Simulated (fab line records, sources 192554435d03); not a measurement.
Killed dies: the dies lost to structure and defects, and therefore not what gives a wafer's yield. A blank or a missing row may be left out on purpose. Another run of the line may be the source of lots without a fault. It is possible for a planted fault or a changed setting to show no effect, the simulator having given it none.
Which tool was responsible? || flow n5-finfet || 12 lots with 34 wafers sampled at 5 steps, on a route of 1938 steps

WHAT THE GAUGES SHOWED, per wafer
N5_STI_FIN_REVEAL_FIN_H_MEAS_10.
{"lot": "L315", "measured": "day 2 14:59", "on": "ocd-02", "trench-depth-nm (nm)": "51.9 51.3 51.8"}
{"lot": "L316", "measured": "day 2 22:06", "on": "ocd-02", "trench-depth-nm (nm)": "51.7 51.1 50.9"}
{"lot": "L317", "measured": "day 3 04:01", "on": "ocd-01", "trench-depth-nm (nm)": "52.5 51.7 51.3"}
{"lot": "L318", "measured": "day 3 10:00", "on": "ocd-01", "trench-depth-nm (nm)": "52.1 52.1 51.3"}
{"lot": "L319", "measured": "day 3 14:19", "on": "ocd-01", "trench-depth-nm (nm)": "50.5 50.8 51.1"}
{"lot": "L320", "measured": "day 3 21:50", "on": "ocd-02", "trench-depth-nm (nm)": "51.6 52.1 51.7"}
{"lot": "L326", "measured": "day 5 07:20", "on": "ocd-01", "trench-depth-nm (nm)": "49.1 51.6"}
{"lot": "L327", "measured": "day 5 15:34", "on": "ocd-02", "trench-depth-nm (nm)": "49.2 48.7"}
{"lot": "L328", "measured": "day 5 18:29", "on": "ocd-01", "trench-depth-nm (nm)": "48.5 51.7 52.0"}
{"lot": "L330", "measured": "day 6 07:11", "on": "ocd-02", "trench-depth-nm (nm)": "51.4 51.2 51.6"}
{"lot": "L335", "measured": "day 7 13:29", "on": "ocd-02", "trench-depth-nm (nm)": "50.9 51.6 50.6"}
{"lot": "L337", "measured": "day 8 01:30", "on": "ocd-01", "trench-depth-nm (nm)": "53.0 52.4 52.0"}

N5_DUMMY_GATE_THK_MEAS_05.
{"lot": "L315", "measured": "day 2 19:31", "on": "film-metro-02", "thk-nm (nm)": "72.8 71.3 71.3"}
{"lot": "L316", "measured": "day 3 02:26", "on": "film-metro-02", "thk-nm (nm)": "71.5 71.2 71.5"}
{"lot": "L317", "measured": "day 3 08:19", "on": "film-metro-02", "thk-nm (nm)": "72.4 71.6 71.4"}
{"lot": "L318", "measured": "day 3 14:23", "on": "film-metro-01", "thk-nm (nm)": "71.1 72.0 71.2"}
{"lot": "L319", "measured": "day 3 18:36", "on": "film-metro-02", "thk-nm (nm)": "71.6 71.6 72.0"}
{"lot": "L320", "measured": "day 4 02:34", "on": "film-metro-01", "thk-nm (nm)": "72.8 72.1 71.6"}
{"lot": "L326", "measured": "day 5 11:44", "on": "film-metro-01", "thk-nm (nm)": "71.5 72.3"}
{"lot": "L327", "measured": "day 5 19:50", "on": "film-metro-02", "thk-nm (nm)": "72.8 73.9"}
{"lot": "L328", "measured": "day 5 22:46", "on": "film-metro-02", "thk-nm (nm)": "72.0 71.6 73.2"}
{"lot": "L330", "measured": "day 6 11:48", "on": "film-metro-02", "thk-nm (nm)": "73.1 72.9 74.2"}
{"lot": "L335", "measured": "day 7 17:45", "on": "film-metro-01", "thk-nm (nm)": "72.3 72.6 73.5"}
{"lot": "L337", "measured": "day 8 06:22", "on": "film-metro-01", "thk-nm (nm)": "71.1 71.5 71.5"}

WHAT TOOL EACH LOT RAN ON (gives the tool, then ch and the chambers of the sampled wafers, and finally the start)
{"lot": "L315", "N5_FIN_CUT_STRIP_22": "rie-diel-04 ch 0,2,3, day 2 05:17", "N5_STI_FIN_REVEAL_RECESS_09": "vapor-etch-02 ch 0,1, day 2 11:46", "N5_DUMMY_GATE_ALD_02": "ald-sin-04 ch 1,2,3, day 2 15:26"}
{"lot": "L316", "N5_FIN_CUT_STRIP_22": "rie-diel-03 ch 0,3, day 2 12:56", "N5_STI_FIN_REVEAL_RECESS_09": "vapor-etch-02 ch 0,1, day 2 19:14", "N5_DUMMY_GATE_ALD_02": "ald-sin-01 ch 1,2,3, day 2 22:17"}
{"lot": "L317", "N5_FIN_CUT_STRIP_22": "rie-diel-04 ch 0,2,3, day 2 18:42", "N5_STI_FIN_REVEAL_RECESS_09": "vapor-etch-01 ch 0,1, day 3 01:12", "N5_DUMMY_GATE_ALD_02": "ald-sin-04 ch 0,2,3, day 3 04:13"}
{"lot": "L318", "N5_FIN_CUT_STRIP_22": "rie-diel-03 ch 0,1,3, day 3 01:10", "N5_STI_FIN_REVEAL_RECESS_09": "vapor-etch-01 ch 0,1, day 3 07:18", "N5_DUMMY_GATE_ALD_02": "ald-sin-03 ch 1,2, day 3 10:18"}
{"lot": "L319", "N5_FIN_CUT_STRIP_22": "rie-diel-06 ch 0,2,3, day 3 05:23", "N5_STI_FIN_REVEAL_RECESS_09": "vapor-etch-01 ch 0,1, day 3 11:37", "N5_DUMMY_GATE_ALD_02": "ald-sin-04 ch 1,2,3, day 3 14:31"}
{"lot": "L320", "N5_FIN_CUT_STRIP_22": "rie-diel-06 ch 0,1, day 3 13:00", "N5_STI_FIN_REVEAL_RECESS_09": "vapor-etch-02 ch 0,1, day 3 19:40", "N5_DUMMY_GATE_ALD_02": "ald-sin-01 ch 0,1,2, day 3 22:29"}
{"lot": "L326", "N5_FIN_CUT_STRIP_22": "rie-diel-06 ch 2,3, day 4 21:53", "N5_STI_FIN_REVEAL_RECESS_09": "vapor-etch-02 ch 0, day 5 04:37", "N5_DUMMY_GATE_ALD_02": "ald-sin-04 ch 1,2, day 5 07:38"}
{"lot": "L327", "N5_FIN_CUT_STRIP_22": "rie-diel-06 ch 0,1, day 5 06:35", "N5_STI_FIN_REVEAL_RECESS_09": "vapor-etch-02 ch 1, day 5 12:50", "N5_DUMMY_GATE_ALD_02": "ald-sin-04 ch 0,3, day 5 15:45"}
{"lot": "L328", "N5_FIN_CUT_STRIP_22": "rie-diel-04 ch 0,1,2, day 5 09:32", "N5_STI_FIN_REVEAL_RECESS_09": "vapor-etch-02 ch 0,1, day 5 15:47", "N5_DUMMY_GATE_ALD_02": "ald-sin-03 ch 0,1,3, day 5 18:40"}
{"lot": "L330", "N5_FIN_CUT_STRIP_22": "rie-diel-06 ch 0,3, day 5 22:11", "N5_STI_FIN_REVEAL_RECESS_09": "vapor-etch-01 ch 0,1, day 6 04:28", "N5_DUMMY_GATE_ALD_02": "ald-sin-04 ch 2,3, day 6 07:40"}
{"lot": "L335", "N5_FIN_CUT_STRIP_22": "rie-diel-06 ch 0,1,2, day 7 04:12", "N5_STI_FIN_REVEAL_RECESS_09": "vapor-etch-01 ch 0,1, day 7 11:01", "N5_DUMMY_GATE_ALD_02": "ald-sin-04 ch 2,3, day 7 13:40"}
{"lot": "L337", "N5_FIN_CUT_STRIP_22": "rie-diel-04 ch 1,2,3, day 7 16:23", "N5_STI_FIN_REVEAL_RECESS_09": "vapor-etch-01 ch 0,1, day 7 22:48", "N5_DUMMY_GATE_ALD_02": "ald-sin-04 ch 1,2,3, day 8 02:17"}
- N5_FIN_CUT_STRIP_22: strips in N2/H2.
- N5_STI_FIN_REVEAL_RECESS_09: chemistry HF/NH3, target SiO2, afs cycles 11, target depth 42.5 nm, sublimation time 60 s.
- N5_DUMMY_GATE_ALD_02: deposits SiO2, target thk 2 nm, pulse time 1 s.

WHAT THE TOOLS THEMSELVES READ (means of the sampled wafers that have a number; where no wafer has one, the mark that the record gives instead)
N5_FIN_CUT_STRIP_22.
{"lot": "L315", "tool": "rie-diel-04", "drypump-motor-current-A (A)": 5.8, "oes-product-au (a.u.)": 0.77, "rf-vpp-V (V)": 53.7, "showerhead-plenum-p-Torr (Torr)": 3.40, "throttle-valve-pct (%)": 19.08}
{"lot": "L316", "tool": "rie-diel-03", "drypump-motor-current-A (A)": 5.4, "oes-product-au (a.u.)": 0.73, "rf-vpp-V (V)": 52.2, "showerhead-plenum-p-Torr (Torr)": 3.20, "throttle-valve-pct (%)": 18.90}
{"lot": "L317", "tool": "rie-diel-04", "drypump-motor-current-A (A)": 5.8, "oes-product-au (a.u.)": 0.76, "rf-vpp-V (V)": 52.9, "showerhead-plenum-p-Torr (Torr)": 3.40, "throttle-valve-pct (%)": 19.10}
{"lot": "L318", "tool": "rie-diel-03", "drypump-motor-current-A (A)": 5.7, "oes-product-au (a.u.)": 0.77, "rf-vpp-V (V)": 52.1, "showerhead-plenum-p-Torr (Torr)": 3.28, "throttle-valve-pct (%)": 18.92}
{"lot": "L319", "tool": "rie-diel-06", "drypump-motor-current-A (A)": 5.7, "oes-product-au (a.u.)": 0.81, "rf-vpp-V (V)": 56.2, "showerhead-plenum-p-Torr (Torr)": 3.37, "throttle-valve-pct (%)": 19.19}
{"lot": "L320", "tool": "rie-diel-06", "drypump-motor-current-A (A)": 5.6, "oes-product-au (a.u.)": 0.86, "rf-vpp-V (V)": 53.3, "showerhead-plenum-p-Torr (Torr)": 3.45, "throttle-valve-pct (%)": 19.38}
{"lot": "L326", "tool": "rie-diel-06", "drypump-motor-current-A (A)": 5.8, "oes-product-au (a.u.)": 0.72, "rf-vpp-V (V)": 53.4, "showerhead-plenum-p-Torr (Torr)": 3.32, "throttle-valve-pct (%)": 19.12}
{"lot": "L327", "tool": "rie-diel-06", "drypump-motor-current-A (A)": 5.6, "oes-product-au (a.u.)": 0.80, "rf-vpp-V (V)": 53.8, "showerhead-plenum-p-Torr (Torr)": 3.46, "throttle-valve-pct (%)": 19.41}
{"lot": "L328", "tool": "rie-diel-04", "drypump-motor-current-A (A)": 5.4, "oes-product-au (a.u.)": 0.75, "rf-vpp-V (V)": 54.7, "showerhead-plenum-p-Torr (Torr)": 3.39, "throttle-valve-pct (%)": 19.11}
{"lot": "L330", "tool": "rie-diel-06", "drypump-motor-current-A (A)": 5.7, "oes-product-au (a.u.)": 0.84, "rf-vpp-V (V)": 54.5, "showerhead-plenum-p-Torr (Torr)": 3.35, "throttle-valve-pct (%)": 19.29}
{"lot": "L335", "tool": "rie-diel-06", "drypump-motor-current-A (A)": 5.6, "oes-product-au (a.u.)": 0.84, "rf-vpp-V (V)": 54.8, "showerhead-plenum-p-Torr (Torr)": 3.44, "throttle-valve-pct (%)": 19.23}
{"lot": "L337", "tool": "rie-diel-04", "drypump-motor-current-A (A)": 5.8, "oes-product-au (a.u.)": 0.76, "rf-vpp-V (V)": 53.3, "showerhead-plenum-p-Torr (Torr)": 3.35, "throttle-valve-pct (%)": 19.06}

N5_STI_FIN_REVEAL_RECESS_09.
{"lot": "L315", "tool": "vapor-etch-02", "drypump-motor-current-A (A)": 5.4}
{"lot": "L316", "tool": "vapor-etch-02", "drypump-motor-current-A (A)": 5.9}
{"lot": "L317", "tool": "vapor-etch-01", "drypump-motor-current-A (A)": 6.4}
{"lot": "L318", "tool": "vapor-etch-01", "drypump-motor-current-A (A)": 6.4}
{"lot": "L319", "tool": "vapor-etch-01", "drypump-motor-current-A (A)": 6.4}
{"lot": "L320", "tool": "vapor-etch-02", "drypump-motor-current-A (A)": 5.4}
{"lot": "L326", "tool": "vapor-etch-02", "drypump-motor-current-A (A)": 6.3}
{"lot": "L327", "tool": "vapor-etch-02", "drypump-motor-current-A (A)": 4.9}
{"lot": "L328", "tool": "vapor-etch-02", "drypump-motor-current-A (A)": 5.9}
{"lot": "L330", "tool": "vapor-etch-01", "drypump-motor-current-A (A)": 6.4}
{"lot": "L335", "tool": "vapor-etch-01", "drypump-motor-current-A (A)": 6.4}
{"lot": "L337", "tool": "vapor-etch-01", "drypump-motor-current-A (A)": 6.4}

N5_DUMMY_GATE_ALD_02.
{"lot": "L315", "tool": "ald-sin-04", "heater-power-outer-w (W)": 275, "heater-power-w (W)": 473, "precursor-pulse-height-rel": 1.011}
{"lot": "L316", "tool": "ald-sin-01", "heater-power-outer-w (W)": 290, "heater-power-w (W)": 510, "precursor-pulse-height-rel": 1.023}
{"lot": "L317", "tool": "ald-sin-04", "heater-power-outer-w (W)": 265, "heater-power-w (W)": 459, "precursor-pulse-height-rel": 0.996}
{"lot": "L318", "tool": "ald-sin-03", "heater-power-outer-w (W)": 256, "heater-power-w (W)": 439, "precursor-pulse-height-rel": 0.984}
{"lot": "L319", "tool": "ald-sin-04", "heater-power-outer-w (W)": 275, "heater-power-w (W)": 479, "precursor-pulse-height-rel": 1.007}
{"lot": "L320", "tool": "ald-sin-01", "heater-power-outer-w (W)": 284, "heater-power-w (W)": 509, "precursor-pulse-height-rel": 1.004}
{"lot": "L326", "tool": "ald-sin-04", "heater-power-outer-w (W)": 254, "heater-power-w (W)": 460, "precursor-pulse-height-rel": 1.011}
{"lot": "L327", "tool": "ald-sin-04", "heater-power-outer-w (W)": 258, "heater-power-w (W)": 474, "precursor-pulse-height-rel": 1.002}
{"lot": "L328", "tool": "ald-sin-03", "heater-power-outer-w (W)": 252, "heater-power-w (W)": 446, "precursor-pulse-height-rel": 1.008}
{"lot": "L330", "tool": "ald-sin-04", "heater-power-outer-w (W)": 290, "heater-power-w (W)": 492, "precursor-pulse-height-rel": 1.016}
{"lot": "L335", "tool": "ald-sin-04", "heater-power-outer-w (W)": 292, "heater-power-w (W)": 490, "precursor-pulse-height-rel": 0.996}
{"lot": "L337", "tool": "ald-sin-04", "heater-power-outer-w (W)": 275, "heater-power-w (W)": 483, "precursor-pulse-height-rel": 1.002}

THE ANSWER, worked out from the rows above alone
Rule: the usual values come from the lots themselves. The widest of any qualifying gaps counts: lots, ordered by their means at a reading, are off when they make up no more than a third of the lots, leave a main group of 4 or more, and stand apart from it by 3 or more times the standard deviation of that group's means. The tables above print the reading to a certain number of digits; a main group whose means all agree to those digits is not used. Also off: a lot with no number at a reading for which 4 or more lots have one. The other lots that the step has rows for count as sound. First the gauges in route order, then the tools' own readings, where a lot's mean is used as printed above. At the first step where some lot is off, the reading lying furthest off is the one used; lots without a number count as furthest.
None of the lots is off at any reading shown; this tells nothing.

WHAT HAD BEEN PUT IN BY THE SIMULATOR
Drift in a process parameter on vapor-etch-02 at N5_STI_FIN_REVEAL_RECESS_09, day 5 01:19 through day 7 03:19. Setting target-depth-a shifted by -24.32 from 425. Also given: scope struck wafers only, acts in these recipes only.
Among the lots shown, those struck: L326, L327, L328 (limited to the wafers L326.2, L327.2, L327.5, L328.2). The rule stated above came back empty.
